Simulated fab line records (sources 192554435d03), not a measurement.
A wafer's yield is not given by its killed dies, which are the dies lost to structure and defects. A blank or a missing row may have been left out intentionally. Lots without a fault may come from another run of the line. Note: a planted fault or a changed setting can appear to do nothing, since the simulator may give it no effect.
Matching of chambers | flow n5_finfet | N5_MOL_CONTACT_COAG_ALD_123 on ald_sin-02 has 4 sister chambers
The step deposits SiNx, target thk 5 nm, pulse time 1 s, purge time 2 s. 4 wafers are shown with their chamber, then 12 later ones without.

WAFERS PAIRED WITH THEIR CHAMBERS
wafer  | chamber | heater_power_w (W)
L084.4 | 2       | 834
L093.2 | 0       | 794
L093.4 | 3       | 723
L093.6 | 1       | 857

WAFERS WHOSE CHAMBER IS MISSING
wafer  | heater_power_w (W)
L095.1 | 719
L095.2 | 795
L095.3 | 878
L095.4 | 870
L095.5 | 715
L095.6 | 771
L096.1 | 852
L096.2 | 710
L096.3 | 867
L096.4 | 811
L096.5 | 786
L096.6 | 726

EACH ONE'S CHAMBER
wafer  | from the rows above     | in truth
L095.1 | 3                       | 3
L095.2 | 0                       | 0
L095.3 | can't be placed: 1 or 2 | 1
L095.4 | can't be placed: 1 or 2 | 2
L095.5 | 3                       | 3
L095.6 | can't be placed: 0 or 3 | 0
L096.1 | can't be placed: 1 or 2 | 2
L096.2 | 3                       | 3
L096.3 | can't be placed: 1 or 2 | 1
L096.4 | can't be placed: 0 or 2 | 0
L096.5 | 0                       | 0
L096.6 | 3                       | 3
Correct placement for 6 of the 12. Cannot be placed on the basis of these rows: 6; the candidates contain the true chamber in 6. Wrongly placed: 0.
How it was worked out, from the rows above alone: a wafer's distance from a chamber is the root of the sum, over the readings, of the square of ((its reading less the chamber's mean) divided by the reading's scatter). If the next closest chamber is less than 2 further off than the closest, the wafer can't be placed; otherwise it belongs to the closest. For every chamber, the mean is computed from those of its wafers that are shown. The scatter (one wafer shown for each chamber): square how far every hidden wafer sits from the nearest shown wafer, average those squares and take the square root.
